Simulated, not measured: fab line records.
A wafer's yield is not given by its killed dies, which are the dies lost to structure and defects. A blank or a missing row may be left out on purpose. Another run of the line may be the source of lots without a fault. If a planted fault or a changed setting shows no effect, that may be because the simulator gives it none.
Check of tool commonality | flow nand harc | Sampled: 12 lots, 36 wafers

WHY IT WAS OPENED
Flagged at NHARC_END_SORT_01: reading killed at periphery, on 2 of 12 lots. Fault-free wafers read 3.5, with a standard deviation of 3.
Rule: flag the lot when none of its wafers has a number, or when each of its wafers that has one lies beyond 4 standard deviations from that mean. As for the other lots, they are considered sound.

lot  | measured     | on        | killed at periphery, wafer by wafer | flag
L930 | day 24 20:51 | prober-02 | 1 3 6                               |
L932 | day 25 06:57 | prober-01 | 1 3 3                               |
L933 | day 25 17:34 | prober-02 | 1 3 3                               |
L935 | day 26 13:50 | prober-02 | 5 3 3                               |
L937 | day 28 03:13 | prober-02 | 7 2 4                               |
L939 | day 29 01:03 | prober-01 | 0 1 2                               |
L942 | day 30 10:48 | prober-01 | 594 603 600                         | FLAGGED
L944 | day 30 20:20 | prober-02 | 614 624 625                         | FLAGGED
L946 | day 31 12:52 | prober-01 | 7 2 1                               |
L951 | day 33 03:03 | prober-01 | 0 2 4                               |
L950 | day 33 11:40 | prober-01 | 2 1 6                               |
L952 | day 34 04:56 | prober-01 | 12 2 2                              |
Flagged lots average 610.0: +606.5 relative to the usual, that is +99 or more standard deviations.

WHICH TOOL EACH LOT WENT THROUGH
Before the reading, the record contains 3 process steps out of a 1302-step route. Every cell lists first the tool, next ch and the chambers used by the sampled wafers, and last the start.
lot  | flag    | NHARC_P_M1_ANNEAL_31             | NHARC_P_M2_ETCH_35                 | NHARC_P_M2_STRIP_18
L930 |         | rtp anneal-02 ch 0, day 6 14:01  | rie diel-09 ch 0,2,3, day 6 16:22  | rie diel-07 ch 0,1,2, day 6 16:43
L932 |         | rtp anneal-02 ch 0, day 7 11:46  | rie diel-10 ch 0,2,3, day 7 14:07  | rie diel-09 ch 1,2,3, day 7 14:27
L933 |         | rtp anneal-01 ch 0, day 7 23:13  | rie diel-10 ch 1,2, day 8 01:43    | rie diel-07 ch 1,3, day 8 02:00
L935 |         | rtp anneal-01 ch 0, day 8 18:34  | rie diel-07 ch 0,1,2, day 8 21:04  | rie diel-09 ch 1,2,3, day 8 21:21
L937 |         | rtp anneal-02 ch 0, day 9 16:23  | rie diel-09 ch 2,3, day 9 18:52    | rie diel-07 ch 0,1, day 9 19:11
L939 |         | rtp anneal-01 ch 0, day 10 23:14 | rie diel-07 ch 0,2, day 11 01:35   | rie diel-09 ch 1,2, day 11 01:55
L942 | FLAGGED | rtp anneal-02 ch 0, day 12 07:34 | rie diel-09 ch 0,2,3, day 12 10:01 | rie diel-10 ch 2,3, day 12 10:18
L944 | FLAGGED | rtp anneal-01 ch 0, day 12 11:37 | rie diel-07 ch 0,1, day 12 13:54   | rie diel-09 ch 0,1,3, day 12 14:11
L946 |         | rtp anneal-02 ch 0, day 13 05:08 | rie diel-09 ch 0,1,3, day 13 07:29 | rie diel-10 ch 0,1, day 13 07:47
L951 |         | rtp anneal-02 ch 0, day 15 10:28 | rie diel-09 ch 0,2,3, day 15 12:49 | rie diel-07 ch 0,1,3, day 15 13:07
L950 |         | rtp anneal-02 ch 0, day 15 04:43 | rie diel-09 ch 1,3, day 15 07:08   | rie diel-10 ch 0,1,3, day 15 07:28
L952 |         | rtp anneal-01 ch 0, day 15 18:13 | rie diel-09 ch 2,3, day 15 20:31   | rie diel-10 ch 0,1,3, day 15 20:50
What is done by these steps:
- NHARC_P_M1_ANNEAL_31: time 90 s.
- NHARC_P_M2_ETCH_35: etches the open film in N2/H2, target depth 40 nm, overetch 12 nm, time 43.94 s.
- NHARC_P_M2_STRIP_18: strips in N2/H2.
- NHARC_END_SORT_01

FLAGGED OVER TOTAL, TOOL BY TOOL (the gauges that took the reading come last)
step                 | tool          | lots run | flagged | share of the flagged lots | sound lots run after its first flagged lot
NHARC_P_M1_ANNEAL_31 | rtp anneal-01 | 5        | 1       | some                      | 1 (L952)
NHARC_P_M1_ANNEAL_31 | rtp anneal-02 | 7        | 1       | some                      | 3 (L946,L950,L951)
NHARC_P_M2_ETCH_35   | rie diel-07   | 3        | 1       | some                      | 0
NHARC_P_M2_ETCH_35   | rie diel-09   | 7        | 1       | some                      | 4 (L946,L950,L951,L952)
NHARC_P_M2_ETCH_35   | rie diel-10   | 2        | 0       | none                      | -
NHARC_P_M2_STRIP_18  | rie diel-07   | 4        | 0       | none                      | -
NHARC_P_M2_STRIP_18  | rie diel-09   | 4        | 1       | some                      | 0
NHARC_P_M2_STRIP_18  | rie diel-10   | 4        | 1       | some                      | 3 (L946,L950,L952)
NHARC_END_SORT_01    | prober-01     | 7        | 1       | some                      | 4 (L946,L951,L950,L952)
NHARC_END_SORT_01    | prober-02     | 5        | 1       | some                      | 0

WHAT THE TABLE PERMITS
No row of the table ran every flagged lot.

WHAT WAS PUT IN BY THE SIMULATOR
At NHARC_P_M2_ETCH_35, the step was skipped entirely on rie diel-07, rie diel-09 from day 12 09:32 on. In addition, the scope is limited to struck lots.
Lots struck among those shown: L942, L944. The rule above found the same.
